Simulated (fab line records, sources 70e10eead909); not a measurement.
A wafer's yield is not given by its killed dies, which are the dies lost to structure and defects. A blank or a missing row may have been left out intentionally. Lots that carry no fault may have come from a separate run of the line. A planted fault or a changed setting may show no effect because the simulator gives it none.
Which tool is to blame? || flow nandHarc || 6 lots, 18 wafers sampled, at 2 steps of a route of 1159

## WHAT THE GAUGES SHOWED, per wafer
NHARC_A_ONON_D1_THK_MEAS_30: measures by ellipsometry.
{"lot": "L736", "measured": "day 8 09:12", "on": "filmMetro-01", "thkNm (nm)": "998 999 999"}
{"lot": "L738", "measured": "day 9 01:55", "on": "filmMetro-02", "thkNm (nm)": "1007 1006 1004"}
{"lot": "L739", "measured": "day 9 10:32", "on": "filmMetro-02", "thkNm (nm)": "986 984 986"}
{"lot": "L746", "measured": "day 11 12:16", "on": "filmMetro-02", "thkNm (nm)": "1482 1481 1482"}
{"lot": "L750", "measured": "day 12 08:47", "on": "filmMetro-02", "thkNm (nm)": "979 976 977"}
{"lot": "L753", "measured": "day 12 17:13", "on": "filmMetro-02", "thkNm (nm)": "1016 1017 1017"}

## EACH LOT AND THE TOOL THAT RAN IT (in order: tool; ch and the chambers of the sampled wafers; start)
{"lot": "L736", "NHARC_A_ONON_D1_DEP_28": "pecvdOnon-04 ch 0, day 8 08:45"}
{"lot": "L738", "NHARC_A_ONON_D1_DEP_28": "pecvdOnon-01 ch 0, day 9 01:31"}
{"lot": "L739", "NHARC_A_ONON_D1_DEP_28": "pecvdOnon-02 ch 0, day 9 10:01"}
{"lot": "L746", "NHARC_A_ONON_D1_DEP_28": "pecvdOnon-01 ch 0, day 11 11:45"}
{"lot": "L750", "NHARC_A_ONON_D1_DEP_28": "pecvdOnon-02 ch 0, day 12 08:17"}
{"lot": "L753", "NHARC_A_ONON_D1_DEP_28": "pecvdOnon-02 ch 0, day 12 16:46"}
- NHARC_A_ONON_D1_DEP_28: target thk 1000 nm.

## THE ANSWER, worked out from the rows above alone
Rule: usual is defined by the lots themselves. Put in order of their means at a reading, lots are off if they are a third of the lots or fewer, leave a main group of 4 or more, and stand apart from it by a gap of 3 or more times the standard deviation of the main group's means; of several such gaps the widest counts. If all means in a main group match to the digits the tables above print for the reading, that group is not used. A lot without any number at a reading at which 4 lots or more have one is off too. The other lots that the step has rows for count as sound.
Off: L746 (NHARC_A_ONON_D1_THK_MEAS_30, thkNm). The main group: mean 997 nm, standard deviation 14.
A tool fits if, at a process step before that reading, it ran every lot that is off, and no sound lot after the first of them. Gauges at NHARC_A_ONON_D1_THK_MEAS_30: tried the same way as those tools. One fits: NHARC_A_ONON_D1_DEP_28 on pecvdOnon-01. Its last sound lot is L738 (day 9 01:31), its first lot that is off L746 (day 11 11:45): a fault that began between those two fits.

## WHAT THE SIMULATOR PUT IN
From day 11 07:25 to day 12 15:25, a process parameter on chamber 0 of pecvdOnon-01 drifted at NHARC_A_ONON_D1_DEP_28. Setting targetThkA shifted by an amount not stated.
Shown lots that were struck: L746. The rule given above showed the same thing.
